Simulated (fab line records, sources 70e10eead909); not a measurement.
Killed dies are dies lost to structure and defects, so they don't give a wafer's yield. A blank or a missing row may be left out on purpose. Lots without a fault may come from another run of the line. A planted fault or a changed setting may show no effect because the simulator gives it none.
fab line records | flow nand_harc
record lots=5 wafers=15 last_day=34
route steps=1302 shown A_M1@1175
lots that met no fault: from a run of the same line without faults
start_h: hours from the record's first day to the start of the lot's first wafer shown | wait_h: hours since the lot's step before | " the same as in the row above | L1.1+2: a row that stands for several wafers | - no value, or no start given | * or withheld: withheld | < > ~ a bound
route shown NAME@n: a module of which the file shows steps, and the number in the route of the first | usual: mean/standard deviation of fault-free wafers | same: alike in all rows | chamber/n: place in a boat | sites: the reading at each site | _std_site: their standard deviation | _edge_site: outer sites' mean less inner sites' | radius_mm: how far each site lies from the wafer's centre | mask NAME#n: copy n | behind: the tool/chamber that last shaped the wafer | hold: why the lot was held/for how many hours/how that ended | device: the transistor (n, p or np) that didn't switch | end of line: the same wafers' tests at the end of the route | a step without rows: its recipe alone | killed: dies lost to structure and defects at the first sort, not the wafer's yield | map: a wafer's dies, x killed, . not, _ none there
set.NAME: the setting as run; set.NAME@STEP: as run at that earlier step | model.NAME: the simulator's own value behind a step, which no gauge read
lots at some steps of the route; a table a step, a row a wafer
services: from which hour (start_h, from the record's first day; less than 0 if before it) a tool's chamber was out of use, for how many hours, and why
## steps
# step NHARC_A_M1_EBR_05
# step NHARC_A_M1_EXPOSE_06
# recipe na=1.35 target_cd_nm=120 dose_mj=75.13 mask_id=A_M1
# step NHARC_A_M1_PEB_07
# recipe peb_temp_c=100 peb_time_s=65
# step NHARC_A_M1_DEVELOP_08
# recipe develop_time_s=35 dev_temp_c=23
# step NHARC_A_M1_CD_MEAS_09
# recipe target_cd_nm=120 landing_energy_ev=500
# usual cd_nm=119.9/0.57
# columns lot.wafer tool chamber start_h wait_h cd_nm
L506.3 cd_sem-02 0 553.60 - 120.5
L506.5 " 0 " " 119.7
L506.6 " 0 " " 119.7
L516.1 cd_sem-01 0 646.20 - 120.5
L516.4 " 0 " " 120.1
L516.5 " 0 " " 120.7
L522.1 cd_sem-01 0 708.15 - 120.6
L522.2 " 0 " " 119.9
L522.4 " 0 " " 119.9
L524.1 cd_sem-03 0 722.61 - 120.3
L524.3 " 0 " " 119.3
L524.5 " 0 " " 120.7
L528.1 cd_sem-01 0 766.20 - 120.9
L528.4 " 0 " " 120.4
L528.5 " 0 " " 119.7
# step NHARC_A_M1_OVL_MEAS_10
# recipe pitch_nm=240
# usual overlay_x_nm=0.2/0.93 overlay_y_nm=-0.1/0.73
# columns lot.wafer tool chamber start_h wait_h overlay_x_nm overlay_y_nm
L506.3 overlay-02 - 553.69 - 0.1 0.0
L506.5 " - " " 0.7 -0.5
L506.6 " - " " 0.2 -0.1
L516.1 overlay-01 - 646.29 - 1.1 0.1
L516.4 " - " " 1.1 0.3
L516.5 " - " " 0.5 0.6
L522.1 overlay-01 - 708.23 - -0.7 -1.3
L522.2 " - " " -0.6 -1.2
L522.4 " - " " -0.3 -0.6
L524.1 overlay-01 - 722.69 - 0.7 0.1
L524.3 " - " " 0.9 -0.2
L524.5 " - " " 0.7 -0.2
L528.1 overlay-02 - 766.29 - -0.6 0.9
L528.4 " - " " -0.2 -0.1
L528.5 " - " " 0.2 0.5
# step NHARC_A_M1_INSPECT_11
# usual raw_defect_count=76/39
# columns lot.wafer tool chamber start_h wait_h raw_defect_count
L506.3 defect_inspect-01 - 553.72 0.0 52
L506.5 " - " " 45
L506.6 " - " " 46
L516.1 defect_inspect-01 - 646.33 0.0 70
L516.4 " - " " 50
L516.5 " - " " 70
L522.1 defect_inspect-02 - 708.27 0.0 78
L522.2 " - " " 85
L522.4 " - " " 75
L524.1 defect_inspect-01 - 722.73 0.0 83
L524.3 " - " " 83
L524.5 " - " " 60
L528.1 defect_inspect-01 - 766.33 0.0 68
L528.4 " - " " 36
L528.5 " - " " 48
# step NHARC_A_M1_DESCUM_14
# recipe time_s=3 o2_flow_sccm=200 ar_flow_sccm=0 bias_power_w=0 chemistry=O2
# usual drypump_motor_current_A=5.6/0.65 oes_product_au=1.001/0.007 rf_vpp_V=58.0/0.83 showerhead_plenum_p_Torr=1.96/0.062 throttle_valve_pct=11.311/0.0096
# columns lot.wafer tool chamber start_h wait_h drypump_motor_current_A oes_product_au rf_hours_counter_h rf_vpp_V showerhead_plenum_p_Torr throttle_valve_pct
L506.3 rie_diel-13 2 553.78 0.1 4.7 1.003 0.3 57.1 1.91 11.330
L506.6 " 2 " " 4.7 1.013 - 58.6 1.91 11.320
L506.5 " 3 " " 5.5 1.015 - 57.4 1.84 11.307
L516.1 rie_diel-13 3 646.39 0.1 5.5 1.003 3.0 56.9 1.84 11.309
L516.4 " 2 " " 4.7 1.006 2.9 56.1 1.91 11.317
L516.5 " 3 " " 5.5 0.990 - 57.9 1.84 11.299
L522.1 rie_diel-07 2 708.33 0.1 4.6 1.001 2.8 58.1 2.00 11.315
L522.4 " 0 " " 5.8 0.988 1.0 58.1 1.95 11.315
L522.2 " 1 " " 6.4 1.007 2.6 57.3 2.04 11.302
L524.3 rie_diel-13 3 722.79 0.1 5.5 1.005 0.4 58.0 1.84 11.306
L524.1 " 2 " " 4.7 1.003 0.4 57.4 1.91 11.329
L524.5 " 3 " " 5.5 1.010 - 58.5 1.84 11.306
L528.1 rie_diel-07 1 766.39 0.1 6.4 1.009 5.7 58.6 2.04 11.313
L528.4 " 2 " " 4.6 1.011 5.4 57.9 1.99 11.314
L528.5 " 2 " " 4.6 0.998 - 58.3 2.00 11.312
# step NHARC_A_M1_ETCH_35
# recipe target_depth_a=400 overetch_a=120 time_s=43.94 ion_energy_ev=200 n2_flow_sccm=150 h2_flow_sccm=150 ar_flow_sccm=0 rf_w=400 bias_w=150 chemistry=N2/H2
# usual bias_w=150.0/0.5 drypump_motor_current_A=5.6/0.65 oes_product_au=1.000/0.007 rf_vpp_V=431.8/2.1 showerhead_plenum_p_Torr=2.09/0.071 throttle_valve_pct=14.171/0.01
# columns lot.wafer tool chamber start_h wait_h bias_w drypump_motor_current_A oes_product_au rf_hours_counter_h rf_vpp_V showerhead_plenum_p_Torr throttle_valve_pct
L506.3 rie_diel-13 1 553.89 0.1 150.4 5.6 1.008 0.2 433.9 2.17 14.161
L506.6 " 2 " " 149.6 4.7 1.000 - 431.5 2.03 14.184
L506.5 " 3 " " 150.1 5.5 1.007 - 427.9 1.96 14.149
L516.1 rie_diel-13 3 646.48 0.1 151.1 5.5 0.993 3.0 428.0 1.96 14.178
L516.4 " 0 " " 150.5 6.5 0.997 3.0 431.2 2.06 14.163
L516.5 " 3 " " 150.3 5.5 0.998 - 427.4 1.96 14.171
L522.2 rie_diel-07 1 708.42 0.1 149.4 6.4 0.993 2.6 435.3 2.17 14.196
L522.1 " 3 " " 149.6 6.3 0.999 2.8 431.1 2.07 14.186
L522.4 " 0 " " 150.0 5.8 0.993 1.0 432.8 2.08 14.180
L524.1 rie_diel-13 0 722.88 0.1 150.5 6.5 1.015 0.4 431.2 2.06 14.165
L524.3 " 1 " " 150.8 5.6 1.004 0.4 433.2 2.17 14.163
L524.5 " 0 " " 149.3 6.5 1.004 - 429.8 2.06 14.176
L528.1 rie_diel-07 1 766.48 0.1 149.6 6.4 0.995 5.7 435.5 2.17 14.173
L528.4 " 2 " " 150.2 4.6 1.001 5.4 433.5 2.13 14.176
L528.5 " 1 " " 149.8 6.4 0.999 - 434.9 2.17 14.162
# step NHARC_A_M1_ETCH_15
# recipe target_depth_a=1825 time_s=91.2 c4f8_flow_sccm=withheld ar_flow_sccm=400 rf_w=600 bias_w=300 chemistry=C4F8/Ar
# usual bias_w=300.0/0.9 oes_product_au=0.951/0.022 rf_vpp_V=442.0/2.1
# columns lot.wafer tool chamber start_h wait_h bias_w oes_product_au rf_hours_counter_h rf_vpp_V
L506.3 rie_diel-13 0 - - 300.4 0.924 0.2 440.6
L506.5 " 1 " " 298.6 0.920 - 443.7
L506.6 " 2 " " 300.2 0.921 - 439.7
L516.1 rie_diel-13 0 - - 300.4 0.966 3.0 441.7
L516.4 " 1 " " 298.6 0.974 3.1 445.0
L516.5 " 2 " " 301.0 0.986 - 441.9
L522.2 rie_diel-07 3 - - 299.8 0.938 2.8 441.8
L522.1 " 1 " " 298.4 0.970 2.6 446.0
L522.4 " 2 " " 301.7 0.947 2.8 442.8
L524.1 rie_diel-13 3 - - 299.6 0.959 0.5 438.5
L524.3 " 0 " " 299.7 0.970 0.4 440.9
L524.5 " 0 " " 299.5 0.967 - 440.5
L528.1 rie_diel-07 2 - - 299.5 0.937 5.5 442.8
L528.4 " 0 " " 301.3 0.915 3.9 440.9
L528.5 " 3 " " 299.9 0.914 - 440.7
# step NHARC_A_M1_CD_MEAS_16
# usual cd_nm=119.8/0.67
# columns lot.wafer tool chamber start_h wait_h cd_nm
L506.3 cd_sem-02 - 554.09 - 120.5
L506.5 " - " " 120.1
L506.6 " - " " 120.2
L516.1 cd_sem-03 - 646.70 - 119.9
L516.4 " - " " 119.6
L516.5 " - " " 119.7
L522.1 cd_sem-02 - 708.63 - 120.3
L522.2 " - " " 119.9
L522.4 " - " " 120.1
L524.1 cd_sem-02 - 723.10 - 120.0
L524.3 " - " " 119.0
L524.5 " - " " 121.0
L528.1 cd_sem-02 - 766.69 - 121.1
L528.4 " - " " 121.0
L528.5 " - " " 120.1
# step NHARC_A_M1_STRIP_18
# recipe power_w=1000 n2_flow_sccm=150 h2_flow_sccm=150 ar_flow_sccm=0 bias_w=0 chemistry=N2/H2
# usual drypump_motor_current_A=5.5/0.6 oes_product_au=1.000/0.0064 rf_vpp_V=91.1/0.8 showerhead_plenum_p_Torr=2.11/0.059 throttle_valve_pct=14.172/0.0095
# same bias_w=0
# columns lot.wafer tool chamber start_h wait_h drypump_motor_current_A oes_product_au rf_hours_counter_h rf_vpp_V showerhead_plenum_p_Torr throttle_valve_pct
L506.3 rie_diel-07 3 554.21 0.1 6.3 0.995 5 91.7 2.07 14.167
L506.5 " 1 " " 6.4 1.010 - 91.9 2.18 14.181
L506.6 " 2 " " 4.6 1.005 - 90.7 2.13 14.181
L516.4 rie_diel-09 3 646.82 0.1 5.9 1.005 11 91.2 2.12 14.146
L516.1 " 0 " " 5.5 0.988 11 90.4 2.08 14.172
L516.5 " 2 " " 4.8 0.993 - 91.8 2.14 14.167
L522.1 rie_diel-09 1 708.71 0.1 5.2 1.012 1 92.0 2.19 14.171
L522.2 " 3 " " 5.8 0.995 1 92.4 2.12 14.161
L522.4 " 0 " " 5.5 0.998 1 92.4 2.08 14.172
L524.3 rie_diel-09 3 723.17 0.1 5.8 1.002 2 91.2 2.12 14.180
L524.1 " 1 " " 5.2 1.002 2 92.1 2.18 14.194
L524.5 " 3 " " 5.8 0.998 - 92.1 2.12 14.162
L528.4 rie_diel-09 1 766.77 0.1 5.1 1.005 5 92.7 2.18 14.167
L528.1 " 3 " " 5.9 1.001 3 90.8 2.12 14.161
L528.5 " 2 " " 4.8 0.997 - 90.8 2.14 14.169
# step NHARC_A_M1_ETCH_28
# recipe target_depth_a=300 over_etch_frac=0.3 time_s=72.99 ion_energy_ev=150 cf4_flow_sccm=50 n2_flow_sccm=100 ar_flow_sccm=150 rf_w=300 bias_w=100 chemistry=CF4/N2
# usual bias_w=99.98/0.29 drypump_motor_current_A=5.6/0.59 oes_product_au=0.998/0.0071 rf_vpp_V=315.5/1.5 showerhead_plenum_p_Torr=2.70/0.071 throttle_valve_pct=19.795/0.0093
# columns lot.wafer tool chamber start_h wait_h bias_w drypump_motor_current_A oes_product_au rf_hours_counter_h rf_vpp_V showerhead_plenum_p_Torr throttle_valve_pct
L506.3 rie_diel-07 2 554.40 - 99.56 4.6 1.001 5 315.6 2.74 19.800
L506.6 " 2 " " 99.65 4.6 1.008 - 316.5 2.74 19.794
L506.5 " 3 " " 100.24 6.3 0.994 - 316.0 2.67 19.784
L516.1 rie_diel-09 1 647.02 - 100.44 5.2 0.992 7 316.1 2.80 19.800
L516.4 " 3 " " 99.57 5.9 0.995 11 315.3 2.73 19.791
L516.5 " 0 " " 100.33 5.5 0.769 - 315.0 2.68 19.798
L522.4 rie_diel-09 1 708.95 - 100.21 5.2 1.007 1 314.5 2.80 19.805
L522.1 " 2 " " 100.02 4.8 0.994 1 317.6 2.75 19.793
L522.2 " 3 " " 100.40 5.8 0.993 1 316.8 2.72 19.804
L524.1 rie_diel-09 2 723.41 - 99.72 4.8 0.993 2 314.9 2.75 19.793
L524.3 " 3 " " 99.65 5.9 0.993 2 317.0 2.72 19.796
L524.5 " 3 " " 99.49 5.9 0.985 - 315.9 2.72 19.812
L528.1 rie_diel-09 2 767.01 - 99.98 4.8 0.980 4 315.7 2.75 19.808
L528.4 " 3 " " 99.78 5.8 0.988 3 314.6 2.72 19.798
L528.5 " 3 " " 100.06 5.8 0.993 - 315.0 2.72 19.791
# step NHARC_A_M1_STRIP_19
# recipe time_s=600 temp_c=30 chemistry=post_etch_residue_remover
## services
# columns tool chamber start_h hours kind
rie_diel-13 - 539.92 0.3 repair
rie_diel-13 3 545.90 7.1 repair
rie_diel-13 0 552.50 - clean
rie_diel-13 1 552.50 - clean
rie_diel-13 2 552.50 - clean
rie_diel-09 1 554.99 29.8 repair
rie_diel-13 2 575.05 8.3 repair
rie_diel-13 0 577.01 - clean
rie_diel-13 1 577.01 - clean
rie_diel-13 3 577.01 - clean
rie_diel-13 0 601.51 - clean
rie_diel-13 1 601.51 - clean
rie_diel-13 2 601.51 - clean
rie_diel-13 3 601.51 - clean
rie_diel-13 0 626.01 - clean
rie_diel-13 1 626.01 - clean
rie_diel-13 2 626.01 - clean
rie_diel-07 - 648.21 9.0 pm
rie_diel-09 - 674.11 9.0 pm
rie_diel-13 2 682.63 5.2 repair
rie_diel-07 0 685.47 13.8 repair
rie_diel-13 - 696.00 9.0 pm
rie_diel-07 3 721.64 5.2 repair
rie_diel-07 2 754.63 9.5 repair
## key
first_sign step=NHARC_A_M1_ETCH_28 reading=oes_product_au direction=down sigmas=32 usual=0.998 struck=0.769
effect none on later readings
met_at NHARC_A_M1_ETCH_28
struck_wafers L516.5
later_rows_left_out L516.5
sort_left_out L516.5
fault kind=process_parameter_drift tool=rie_diel-09 chamber=0 onset_h=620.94 steps=NHARC_A_M1_ETCH_28 channel=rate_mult offset=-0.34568 shape=step end_h=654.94
# sort_left_out: the simulated sort isn't trusted on such a fault, so these wafers' sort isn't shown, and their yield isn't known
# later_rows_left_out: the simulator's readings of these wafers behind a module that went badly wrong aren't trusted and aren't shown, but for the sort
